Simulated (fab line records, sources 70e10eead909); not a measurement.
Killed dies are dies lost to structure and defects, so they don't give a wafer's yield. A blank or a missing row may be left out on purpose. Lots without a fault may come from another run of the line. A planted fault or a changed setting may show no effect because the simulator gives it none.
Which tool did it? | flow nand_harc | 12 lots, 36 wafers sampled, at 5 steps of a route of 1159

WHAT THE GAUGES READ, wafer by wafer
NHARC_END_SORT_01.
lot  | measured     | on        | killed_at_array | killed_at_other | killed_at_periphery | killed_dies | killed_open | killed_short
L479 | day 25 15:51 | prober-02 | 25 19 10        | 0 0 0           | 1 1 1               | 26 20 11    | 4 1 4       | 5 0 1
L484 | day 26 15:18 | prober-02 | 670 666 667     | 0 3 4           | 7 8 6               | 677 677 677 | 4 4 5       | 3 2 1
L482 | day 26 23:06 | prober-02 | 675 677 675     | 0 0 0           | 2 0 2               | 677 677 677 | 2 1 3       | 3 2 2
L488 | day 27 12:46 | prober-01 | 34 34 37        | 0 0 0           | 7 11 5              | 41 45 42    | 2 1 4       | 0 2 4
L492 | day 27 19:00 | prober-01 | 44 52 41        | 0 1 0           | 3 6 5               | 47 59 46    | 1 2 2       | 1 0 1
L487 | day 28 01:59 | prober-01 | 29 22 32        | 1 0 0           | 3 2 4               | 33 24 36    | 7 1 4       | 1 0 0
L483 | day 28 06:14 | prober-02 | 42 47 49        | 0 0 0           | 4 3 2               | 46 50 51    | 7 10 2      | 4 0 1
L494 | day 28 14:04 | prober-02 | 15 18 16        | 0 0 0           | 0 3 2               | 15 21 18    | 2 6 2       | 0 3 3
L493 | day 29 13:28 | prober-02 | 42 31 32        | 2 0 0           | 1 2 4               | 45 33 36    | 2 4 7       | 2 1 2

WHICH TOOL RAN EACH LOT (tool, then ch and the chambers of the sampled wafers, then the start)
lot  | NHARC_A_CONTACT_ETCH_49                       | NHARC_A_CONTACT_ETCH_111             | NHARC_A_CONTACT_ETCH_115             | NHARC_A_CONTACT_ETCH_118
L474 | rie_diel-06 ch 0,1, day 19 13:06 or earlier   | har_cap_etch-02 ch 0, day 19 13:06   | har_cap_etch-02 ch 0, day 19 13:34   | har_cap_etch-02 ch 0, day 19 13:50
L473 | rie_diel-04 ch 1,2, day 19 20:16 or earlier   | har_cap_etch-03 ch 0,1, day 19 20:16 | har_cap_etch-03 ch 0,1, day 19 20:44 | har_cap_etch-03 ch 0,1, day 19 21:01
L479 | rie_diel-04 ch 1,2, day 20 10:46 or earlier   | har_cap_etch-02 ch 0,1, day 20 10:46 | har_cap_etch-02 ch 0,1, day 20 11:14 | har_cap_etch-02 ch 0,1, day 20 11:31
L476 | rie_diel-06 ch 0,1,2, day 20 17:36 or earlier | har_cap_etch-01 ch 0,1, day 20 17:36 | har_cap_etch-01 ch 0,1, day 20 18:10 | har_cap_etch-01 ch 0,1, day 20 18:31
L484 | rie_diel-04 ch 0,1, day 21 15:29 or earlier   | har_cap_etch-02 ch 0,1, day 21 15:29 | har_cap_etch-02 ch 0,1, day 21 15:58 | har_cap_etch-02 ch 0,1, day 21 16:14
L482 | rie_diel-04 ch 1,2, day 21 18:33 or earlier   | har_cap_etch-03 ch 0,1, day 21 18:33 | har_cap_etch-03 ch 0,1, day 21 19:10 | har_cap_etch-03 ch 0,1, day 21 19:26
L488 | rie_diel-06 ch 0,1,2, day 22 19:09 or earlier | har_cap_etch-01 ch 0,1, day 22 19:09 | har_cap_etch-01 ch 0,1, day 22 19:35 | har_cap_etch-01 ch 0,1, day 22 19:52
L492 | rie_diel-06 ch 0,1,3, day 22 21:44 or earlier | har_cap_etch-03 ch 0,1, day 22 21:44 | har_cap_etch-03 ch 0,1, day 22 22:11 | har_cap_etch-03 ch 0,1, day 22 22:28
L487 | rie_diel-06 ch 1,2,3, day 23 02:16 or earlier | har_cap_etch-02 ch 0,1, day 23 02:16 | har_cap_etch-02 ch 0,1, day 23 02:44 | har_cap_etch-02 ch 0,1, day 23 03:00
L483 | rie_diel-04 ch 1,2,3, day 23 11:11 or earlier | har_cap_etch-03 ch 0,1, day 23 11:11 | har_cap_etch-03 ch 0,1, day 23 11:39 | har_cap_etch-03 ch 0,1, day 23 11:55
L494 | rie_diel-05 ch 0,1, day 23 21:48 or earlier   | har_cap_etch-02 ch 0,1, day 23 21:48 | har_cap_etch-02 ch 0,1, day 23 22:16 | har_cap_etch-02 ch 0,1, day 23 22:33
L493 | rie_diel-06 ch 0,2,3, day 24 05:17 or earlier | har_cap_etch-01 ch 0,1, day 24 05:17 | har_cap_etch-01 ch 0,1, day 24 05:46 | har_cap_etch-01 ch 0,1, day 24 06:02
- NHARC_A_CONTACT_ETCH_49: etches the open film in N2/H2, target depth 260 nm, time 475.3 s.
- NHARC_A_CONTACT_ETCH_111: etches the open film in C4F8/O2/Ar, time 140 s, target depth 700 nm.
- NHARC_A_CONTACT_ETCH_115: etches the open film in C4F8/O2/Ar, time 94 s, target depth 922 nm.
- NHARC_A_CONTACT_ETCH_118: etches the open film in C4F8/O2/Ar, time 94 s, target depth 922 nm.

WHAT THE TOOLS THEMSELVES READ (means of the sampled wafers that have a number; where no wafer has one, the mark that the record gives instead)
NHARC_A_CONTACT_ETCH_49.
lot  | tool        | bias_w (W) | chamber_pressure_mTorr (mTorr) | drypump_motor_current_A (A) | oes_product_au (a.u.) | rf_vpp_V (V) | showerhead_plenum_p_Torr (Torr) | throttle_valve_pct (%)
L474 | rie_diel-06 | 150.0      | 30.016                         | 5.6                         | 0.988                 | 432.7        | 2.15                            | 14.170
L473 | rie_diel-04 | 149.7      | 30.005                         | 6.1                         | 0.992                 | 431.1        | 2.05                            | 14.176
L479 | rie_diel-04 | 150.3      | 29.973                         | 5.7                         | 0.998                 | 431.4        | 2.05                            | 14.169
L476 | rie_diel-06 | 150.0      | 29.996                         | 5.7                         | 1.003                 | 431.1        | 2.05                            | 14.172
L484 | rie_diel-04 | 149.9      | 29.998                         | 6.1                         | 0.996                 | 428.8        | 1.97                            | 14.167
L482 | rie_diel-04 | 150.0      | 30.028                         | 5.7                         | 0.992                 | 430.5        | 2.05                            | 14.164
L488 | rie_diel-06 | 150.4      | 29.991                         | 5.7                         | 0.997                 | 431.1        | 2.05                            | 14.172
L492 | rie_diel-06 | 149.6      | 29.998                         | 5.9                         | 0.996                 | 432.4        | 2.12                            | 14.165
L487 | rie_diel-06 | 149.6      | 29.989                         | 5.4                         | 1.001                 | 430.6        | 2.07                            | 14.164
L483 | rie_diel-04 | 149.9      | 30.016                         | 5.7                         | 0.994                 | 431.4        | 2.08                            | 14.172
L494 | rie_diel-05 | 150.2      | 29.984                         | 5.6                         | 0.995                 | 430.1        | 2.00                            | 14.163
L493 | rie_diel-06 | 149.6      | 29.982                         | 6.0                         | 0.992                 | 430.7        | 2.04                            | 14.174

NHARC_A_CONTACT_ETCH_111.
lot  | tool            | chamber_pressure_mTorr (mTorr) | oes_air_line_au (a.u.)
L474 | har_cap_etch-02 | 20.013                         | 0.999
L473 | har_cap_etch-03 | 20.024                         | 1.023
L479 | har_cap_etch-02 | 20.004                         | 0.984
L476 | har_cap_etch-01 | 20.012                         | 1.008
L484 | har_cap_etch-02 | 19.995                         | 0.997
L482 | har_cap_etch-03 | 20.009                         | 1.001
L488 | har_cap_etch-01 | 19.998                         | 0.999
L492 | har_cap_etch-03 | 19.995                         | 1.000
L487 | har_cap_etch-02 | 19.978                         | 1.003
L483 | har_cap_etch-03 | 20.003                         | 1.009
L494 | har_cap_etch-02 | 19.968                         | 0.996
L493 | har_cap_etch-01 | 19.987                         | 1.014

NHARC_A_CONTACT_ETCH_115.
lot  | tool            | chamber_pressure_mTorr (mTorr) | oes_air_line_au (a.u.)
L474 | har_cap_etch-02 | 19.989                         | 1.032
L473 | har_cap_etch-03 | 20.015                         | 1.011
L479 | har_cap_etch-02 | 19.989                         | 1.008
L476 | har_cap_etch-01 | 20.019                         | 1.002
L484 | har_cap_etch-02 | 19.990                         | 0.995
L482 | har_cap_etch-03 | 20.003                         | 1.001
L488 | har_cap_etch-01 | 19.994                         | 1.014
L492 | har_cap_etch-03 | 20.007                         | 1.003
L487 | har_cap_etch-02 | 20.011                         | 1.002
L483 | har_cap_etch-03 | 20.004                         | 1.007
L494 | har_cap_etch-02 | 20.035                         | 1.012
L493 | har_cap_etch-01 | 19.996                         | 1.006

NHARC_A_CONTACT_ETCH_118.
lot  | tool            | chamber_pressure_mTorr (mTorr) | oes_air_line_au (a.u.)
L474 | har_cap_etch-02 | 19.991                         | 0.993
L473 | har_cap_etch-03 | 19.999                         | 1.002
L479 | har_cap_etch-02 | 19.984                         | 0.999
L476 | har_cap_etch-01 | 20.004                         | 0.993
L484 | har_cap_etch-02 | -                              | -
L482 | har_cap_etch-03 | -                              | -
L488 | har_cap_etch-01 | 20.003                         | 0.984
L492 | har_cap_etch-03 | 19.984                         | 1.007
L487 | har_cap_etch-02 | 19.995                         | 1.011
L483 | har_cap_etch-03 | 20.000                         | 1.011
L494 | har_cap_etch-02 | 20.016                         | 0.992
L493 | har_cap_etch-01 | 19.999                         | 0.991

THE ANSWER, worked out from the rows above alone
Rule: what is usual is taken from the lots themselves. Put in order of their means at a reading, lots are off if they are a third of the lots or fewer, leave a main group of 4 or more, and stand apart from it by a gap of 3 or more times the standard deviation of the main group's means; of several such gaps the widest counts. A main group whose means are all the same, to the digits that the tables above print for the reading, isn't used. A lot without any number at a reading at which 4 lots or more have one is off too. The other lots that the step has rows for count as sound. The gauges are gone through in route order, then the tools' own readings, and for those a lot's mean is taken as printed above. The first step at which some lot is off is used, and at that step the reading that is off furthest; a lot without a number counts as furthest.
Off: L484, L482, at NHARC_END_SORT_01 (killed_at_array). The main group: mean 32, standard deviation 11. Neither off nor sound, because the step has no rows for them: L474, L473, L476.
A tool fits if, at a process step before that reading, it ran every lot that is off, and no sound lot after the first of them. The gauges at NHARC_END_SORT_01 aren't tried: what is off there is off at NHARC_A_CONTACT_ETCH_118 too, on other tools, and a gauge's error can't cause that. NHARC_A_CONTACT_ETCH_49 gives no start for some lots, so the hours and the order of its lots are those of NHARC_A_CONTACT_ETCH_111. None of those tried fits.

WHAT THE SIMULATOR HAD PUT IN
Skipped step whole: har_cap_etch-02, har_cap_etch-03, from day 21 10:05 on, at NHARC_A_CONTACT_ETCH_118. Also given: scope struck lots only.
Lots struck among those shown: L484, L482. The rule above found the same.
